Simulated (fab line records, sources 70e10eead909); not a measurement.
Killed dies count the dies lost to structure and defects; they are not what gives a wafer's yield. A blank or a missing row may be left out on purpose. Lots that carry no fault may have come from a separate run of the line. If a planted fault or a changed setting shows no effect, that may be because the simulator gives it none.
Which tool was responsible? / flow nand-harc / 7 lots, 21 wafers sampled, at 1 step of a route of 1302

## WHAT THE GAUGES SHOWED, per wafer
NHARC_P_CONTACT_INSPECT_14.
lot=L764; measured=day 7 02:03; on=defect-inspect-01; raw-defect-count=8 4 4
lot=L767; measured=day 8 11:29; on=defect-inspect-01; raw-defect-count=2 6 2
lot=L769; measured=day 9 09:52; on=defect-inspect-02; raw-defect-count=3 6 5
lot=L772; measured=day 10 18:32; on=defect-inspect-02; raw-defect-count=7 1 4
lot=L775; measured=day 11 23:14; on=defect-inspect-01; raw-defect-count=3 3 6
lot=L782; measured=day 14 12:39; on=defect-inspect-01; raw-defect-count=10 5 7
lot=L784; measured=day 15 13:26; on=defect-inspect-01; raw-defect-count=10 5 5

## WHAT TOOL EACH LOT RAN ON (gives the tool, then ch and the chambers of the sampled wafers, and finally the start)
Record: no process step prior to these readings.

## THE ANSWER, worked out from the rows above alone
Rule: usual is defined by the lots themselves. The widest of any qualifying gaps counts: lots, ordered by their means at a reading, are off when they make up no more than a third of the lots, leave a main group of 4 or more, and stand apart from it by 3 or more times the standard deviation of that group's means. If all means in a main group match to the digits the tables above print for the reading, that group is not used. A lot without any number at a reading at which 4 lots or more have one is off too. Where the step has rows for the other lots, those lots are counted as sound.
None of the lots is off at any reading shown; this tells nothing.

## WHAT WAS PUT IN BY THE SIMULATOR
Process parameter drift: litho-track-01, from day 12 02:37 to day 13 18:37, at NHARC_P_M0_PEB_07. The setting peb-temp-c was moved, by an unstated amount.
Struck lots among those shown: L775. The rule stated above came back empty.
